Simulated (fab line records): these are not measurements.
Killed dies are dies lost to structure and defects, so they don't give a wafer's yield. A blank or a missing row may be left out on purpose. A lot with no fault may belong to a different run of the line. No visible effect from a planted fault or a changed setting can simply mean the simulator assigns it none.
Chamber matching ; flow nand harc ; 3 sister chambers for NHARC_A_SLIT_DEP_25 on pecvd-02
The step deposits SiO2, target thk 200 nm. 3 wafers are shown with their chamber, then 7 later ones without.

WAFERS, EACH WITH ITS CHAMBER
wafer;chamber;throttle valve pct (%)
L692.1;0;15.6
L701.3;2;16.6
L701.4;1;15.6

WAFERS MISSING THEIR CHAMBER
wafer;throttle valve pct (%)
L701.5;15.7
L706.2;16.2
L706.5;15.5
L706.6;14.8
L709.1;15.0
L709.3;14.8
L709.4;15.5

WHICH CHAMBER EACH WENT THROUGH
wafer;from the rows above;in truth
L701.5;can't be placed: 0 or 1 or 2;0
L706.2;can't be placed: 2 or 0 or 1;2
L706.5;can't be placed: 0 or 1 or 2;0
L706.6;can't be placed: 0 or 1 or 2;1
L709.1;can't be placed: 0 or 1 or 2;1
L709.3;can't be placed: 0 or 1 or 2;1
L709.4;can't be placed: 0 or 1 or 2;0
0 of 7 placed correctly. These rows do not allow placing 7 (true chamber among the candidates in 7). 0 placed wrongly.
How it was worked out, from the rows above alone: a wafer's distance from a chamber is the root of the sum, over the readings, of the square of ((its reading less the chamber's mean) divided by the reading's scatter). If the next closest chamber is less than 2 further off than the closest, the wafer can't be placed; otherwise it belongs to the closest. Each chamber's mean is taken over the wafers shown for it. The scatter: with one shown wafer a chamber, the root of the mean of the squares of how far each hidden wafer lies from its nearest shown one.
